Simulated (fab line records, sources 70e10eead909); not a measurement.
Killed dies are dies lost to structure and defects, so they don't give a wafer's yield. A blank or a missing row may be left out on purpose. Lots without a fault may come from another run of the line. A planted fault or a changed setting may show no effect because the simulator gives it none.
Chamber matching | flow nand_harc | NHARC_P_BONDPAD_CMP_19 on cmp-02: 3 sister chambers
The step polishes, t overpolish 30 s, cu recess touch 16 s, target thk 160.81 nm. 14 wafers are shown with their chamber, then 4 later ones without.

WAFERS WITH THEIR CHAMBER
wafer  | chamber | motor_current_A (A) | overpolish_run_s (s)
L078.3 | 3       | 12.2                | 29.994
L078.5 | 2       | 11.0                | 29.993
L078.6 | 3       | 11.3                | 29.985
L082.1 | 2       | 11.6                | 29.996
L082.2 | 3       | 11.8                | 29.996
L082.4 | 1       | 11.4                | 30.005
L085.1 | 1       | 12.1                | 29.990
L085.3 | 3       | 12.2                | 29.990
L085.4 | 2       | 11.0                | 29.995
L090.1 | 1       | 11.7                | 30.013
L090.4 | 2       | 11.4                | 30.006
L090.5 | 2       | 11.5                | 30.003
L092.1 | 1       | 11.9                | 29.994
L092.3 | 2       | 11.0                | 30.003

SIGNATURES (means of the wafers above)
reading          | chamber 1 | chamber 2 | chamber 3 | scatter within a chamber
motor_current_A  | 11.775    | 11.250    | 11.875    | 0.332
overpolish_run_s | 30.00050  | 29.99933  | 29.99125  | 0.00701
Rule: a wafer's distance from a chamber is the root of the sum, over the readings, of the square of ((its reading less the chamber's mean) divided by the reading's scatter). The wafer belongs to the nearest chamber; if the next one is less than 2 further off, it can't be placed. The scatter: the root of (the sum of the squares of (reading less its chamber's mean) over the shown wafers, divided by (wafers less chambers)).

WAFERS WITHOUT THEIR CHAMBER
wafer  | motor_current_A (A) | overpolish_run_s (s)
L094.1 | 11.5                | 29.999
L094.2 | 11.5                | 30.003
L096.1 | 11.2                | 30.009
L096.6 | 11.3                | 30.011

WHICH CHAMBER EACH WENT THROUGH
wafer  | from the rows above          | in truth
L094.1 | can't be placed: 2 or 1 or 3 | 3
L094.2 | can't be placed: 1 or 2 or 3 | 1
L096.1 | can't be placed: 2 or 1 or 3 | 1
L096.6 | can't be placed: 2 or 1 or 3 | 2
Placed correctly: 0 of 4. Can't be placed from these rows: 4 (the true chamber is among the candidates in 4). Placed wrongly: 0.
